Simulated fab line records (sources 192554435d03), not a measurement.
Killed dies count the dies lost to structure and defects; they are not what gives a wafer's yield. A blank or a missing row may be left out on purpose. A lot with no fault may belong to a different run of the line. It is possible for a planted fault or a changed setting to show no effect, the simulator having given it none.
Code-filled problem report in 8D (eight disciplines) form -- flow n5_finfet -- the parts of the form that need people (team, actions taken, sign-off) are left out

== 1. THE PROBLEM ==
At N5_SD_EPI_P_INSPECT_26, raw_defect_count averages 567 over 6 wafers from 2 lots, while fault-free wafers read 178, standard deviation 39. That is +10 standard deviations from the usual mean.
The step: inspects for defects (darkfield).
First seen on wafer L587.2, day 7 12:07, on defect_inspect-02. The record has a number at this step for 29 wafers belonging to 10 lots. Rule for "out" (also "out of limits"): further than 4 standard deviations from the usual mean. All remaining wafers that have a number are taken as sound.

== 2. WHAT THIS IS AND IS NOT ==
question,is,is not
which readings at this step,raw_defect_count,-
which lots,"L587, L591","L574, L577, L578, L579, L581, L592, L593, L594"
which wafers of those lots,all that have a number,-
read on which gauges,defect_inspect-02,defect_inspect-01
when,from day 7 12:07,"up to then (15 sound wafers); but 8 sound wafers of L592, L593, L594 came after"

== 3. SUSPECTS, AND WHAT RULES EACH OUT ==
Counting: a tool at any process step up to the reading remains a suspect when it ran all the lots that are out and ran no sound lot after the first of those.
- the gauge at N5_SD_EPI_P_INSPECT_26: kept. All the wafers that are out were read on defect_inspect-02, and no step on other tools shows them out.
- plasma_asher-01 at N5_SD_EPI_P_STRIP_40 (strips in N2/H2): ruled out as a lasting fault. Following L587 (day 7 08:23), the first lot on it that is out, the sound lots L592, L593 were run on it.
- wet_bench-05 at N5_SD_EPI_P_PRECLEAN_33 (cleans in SC2, time 45 s): kept. Every lot that is out went through it, starting with L587 (day 7 12:04), and after that it ran no sound lot; the last sound lot it ran before then is L581 (day 5 21:21).
Left after counting: wet_bench-05 at N5_SD_EPI_P_PRECLEAN_33, defect_inspect-02 at N5_SD_EPI_P_INSPECT_26.

== 4. THE CAUSE (what the simulator had put in) ==
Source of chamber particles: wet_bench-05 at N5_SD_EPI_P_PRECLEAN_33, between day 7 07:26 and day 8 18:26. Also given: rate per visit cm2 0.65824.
Of the 2 suspects that counting leaves, this tool is one.

== 5. THE CHAIN OF EFFECTS, in route order ==
Rows list readings where the struck wafers' mean (over those with a number) sits beyond 3 standard deviations from the usual. Scope: only readings with a usual standard deviation given in the record; hours: median across lots of the time from each lot's start at the first step in this table that gives one to its start at this step; sigmas: change in usual standard deviations.
hours,step,reading,usual,on struck wafers,change,sigmas
0,N5_SD_EPI_P_INSPECT_26,raw_defect_count,178,567,+389,+10
221,N5_PASSIVATION_PROBE_49,defect_limited_yield,91.1 %,84.6,-6.5,-4.7
221,N5_PASSIVATION_PROBE_49,killed_at_front_end,44,113,+69,+5.3
221,N5_PASSIVATION_PROBE_49,killed_dies,104,182,+78,+4.9
221,N5_PASSIVATION_PROBE_49,sort_bin_5_function,5.1 %,9.9,+4.8,+5.3
221,N5_PASSIVATION_PROBE_49,sort_n_pass,1075,998,-77,-4.8
221,N5_PASSIVATION_PROBE_49,sort_yield_pct,91.2 %,84.6,-6.6,-4.7
The process steps in it:
- N5_PASSIVATION_PROBE_49
Later steps that measure or inspect, where all struck wafers having a row at the step show a number for every such reading and not one has moved that far: N5_BEOL_M4_RC_MEAS_101.

== 6. WHAT WOULD HAVE CAUGHT IT SOONER ==
5 hours passed between the start of the fault at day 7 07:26 and the first reading out of limits at a measuring or inspecting step in this record, taken at day 7 12:07.
L591, from the lots that are out (2), started N5_SD_EPI_P_PRECLEAN_33 on wet_bench-05 later than day 7 12:07. Had the tool been put on hold then, it would have been spared.
